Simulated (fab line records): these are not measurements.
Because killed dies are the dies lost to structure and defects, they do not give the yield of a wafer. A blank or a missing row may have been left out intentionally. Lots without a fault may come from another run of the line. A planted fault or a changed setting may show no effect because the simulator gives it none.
Chamber matching || flow n5_finfet || N5_MOL_CONTACT_COAG_ALD_123 on ald_sin-01 has 4 sister chambers
The step deposits SiNx, target thk 5 nm, pulse time 1 s, purge time 2 s. 22 wafers are shown with their chamber, then 11 later ones without.

## WAFERS, EACH WITH ITS CHAMBER
{"wafer": "L074.2", "chamber": 3, "heater_power_w (W)": 822, "precursor_pulse_height_rel": 1.017}
{"wafer": "L074.5", "chamber": 1, "heater_power_w (W)": 821, "precursor_pulse_height_rel": 1.011}
{"wafer": "L074.6", "chamber": 2, "heater_power_w (W)": 786, "precursor_pulse_height_rel": 0.993}
{"wafer": "L077.1", "chamber": 3, "heater_power_w (W)": 826, "precursor_pulse_height_rel": 1.014}
{"wafer": "L077.3", "chamber": 1, "heater_power_w (W)": 849, "precursor_pulse_height_rel": 1.004}
{"wafer": "L077.6", "chamber": 0, "heater_power_w (W)": 711, "precursor_pulse_height_rel": 1.021}
{"wafer": "L078.1", "chamber": 1, "heater_power_w (W)": 828, "precursor_pulse_height_rel": 0.987}
{"wafer": "L078.2", "chamber": 2, "heater_power_w (W)": 800, "precursor_pulse_height_rel": 1.033}
{"wafer": "L078.6", "chamber": 1, "heater_power_w (W)": 806, "precursor_pulse_height_rel": 1.014}
{"wafer": "L079.1", "chamber": 3, "heater_power_w (W)": 830, "precursor_pulse_height_rel": 0.991}
{"wafer": "L079.4", "chamber": 0, "heater_power_w (W)": 717, "precursor_pulse_height_rel": 1.015}
{"wafer": "L079.5", "chamber": 3, "heater_power_w (W)": 824, "precursor_pulse_height_rel": 0.989}
{"wafer": "L080.3", "chamber": 1, "heater_power_w (W)": 840, "precursor_pulse_height_rel": 1.002}
{"wafer": "L080.4", "chamber": 3, "heater_power_w (W)": 821, "precursor_pulse_height_rel": 1.031}
{"wafer": "L080.5", "chamber": 1, "heater_power_w (W)": 841, "precursor_pulse_height_rel": 1.021}
{"wafer": "L081.1", "chamber": 0, "heater_power_w (W)": 762, "precursor_pulse_height_rel": 0.993}
{"wafer": "L081.2", "chamber": 2, "heater_power_w (W)": 794, "precursor_pulse_height_rel": 0.995}
{"wafer": "L081.5", "chamber": 2, "heater_power_w (W)": 796, "precursor_pulse_height_rel": 0.969}
{"wafer": "L082.2", "chamber": 2, "heater_power_w (W)": 796, "precursor_pulse_height_rel": 0.966}
{"wafer": "L082.5", "chamber": 1, "heater_power_w (W)": 813, "precursor_pulse_height_rel": 0.967}
{"wafer": "L082.6", "chamber": 2, "heater_power_w (W)": 782, "precursor_pulse_height_rel": 0.988}
{"wafer": "L086.3", "chamber": 0, "heater_power_w (W)": 721, "precursor_pulse_height_rel": 0.996}

SIGNATURES, as means of the wafers listed above
{"reading": "heater_power_w", "chamber 0": 727.75, "chamber 1": 828.29, "chamber 2": 792.33, "chamber 3": 824.60, "scatter within a chamber": 13.8}
{"reading": "precursor_pulse_height_rel", "chamber 0": 1.00625, "chamber 1": 1.00086, "chamber 2": 0.99067, "chamber 3": 1.00840, "scatter within a chamber": 0.0194}
Rule: for each reading, subtract the chamber's mean from the wafer's reading, divide by that reading's scatter and square the result; add these up over the readings and take the root, which gives the wafer's distance from the chamber. If the next closest chamber is less than 2 further off than the closest, the wafer can't be placed; otherwise it belongs to the closest. The scatter is the square root of a quotient: the sum, over the shown wafers, of each reading's squared deviation from its chamber's mean, divided by wafers minus chambers.

## WAFERS WITH NO CHAMBER GIVEN
{"wafer": "L086.5", "heater_power_w (W)": 818, "precursor_pulse_height_rel": 0.984}
{"wafer": "L086.6", "heater_power_w (W)": 730, "precursor_pulse_height_rel": 1.029}
{"wafer": "L088.2", "heater_power_w (W)": 727, "precursor_pulse_height_rel": 1.023}
{"wafer": "L088.3", "heater_power_w (W)": 825, "precursor_pulse_height_rel": 1.019}
{"wafer": "L088.6", "heater_power_w (W)": 825, "precursor_pulse_height_rel": 1.008}
{"wafer": "L089.1", "heater_power_w (W)": 854, "precursor_pulse_height_rel": 0.994}
{"wafer": "L089.3", "heater_power_w (W)": 783, "precursor_pulse_height_rel": 0.981}
{"wafer": "L089.4", "heater_power_w (W)": 728, "precursor_pulse_height_rel": 0.992}
{"wafer": "L092.2", "heater_power_w (W)": 815, "precursor_pulse_height_rel": 0.998}
{"wafer": "L092.4", "heater_power_w (W)": 798, "precursor_pulse_height_rel": 0.991}
{"wafer": "L092.5", "heater_power_w (W)": 726, "precursor_pulse_height_rel": 0.980}

## WHICH CHAMBER EACH ONE RAN IN
{"wafer": "L086.5", "from the rows above": "can't be placed: 1 or 3 or 2", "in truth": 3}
{"wafer": "L086.6", "from the rows above": 0, "in truth": 0}
{"wafer": "L088.2", "from the rows above": 0, "in truth": 0}
{"wafer": "L088.3", "from the rows above": "can't be placed: 3 or 1", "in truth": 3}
{"wafer": "L088.6", "from the rows above": "can't be placed: 3 or 1", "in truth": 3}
{"wafer": "L089.1", "from the rows above": "can't be placed: 1 or 3", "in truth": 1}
{"wafer": "L089.3", "from the rows above": 2, "in truth": 2}
{"wafer": "L089.4", "from the rows above": 0, "in truth": 0}
{"wafer": "L092.2", "from the rows above": "can't be placed: 3 or 1 or 2", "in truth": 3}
{"wafer": "L092.4", "from the rows above": "can't be placed: 2 or 3 or 1", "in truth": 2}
{"wafer": "L092.5", "from the rows above": 0, "in truth": 0}
Correct placement for 5 of the 11. Not placeable from these rows: 6 (in 6, the candidates include the true chamber). 0 placed wrongly.
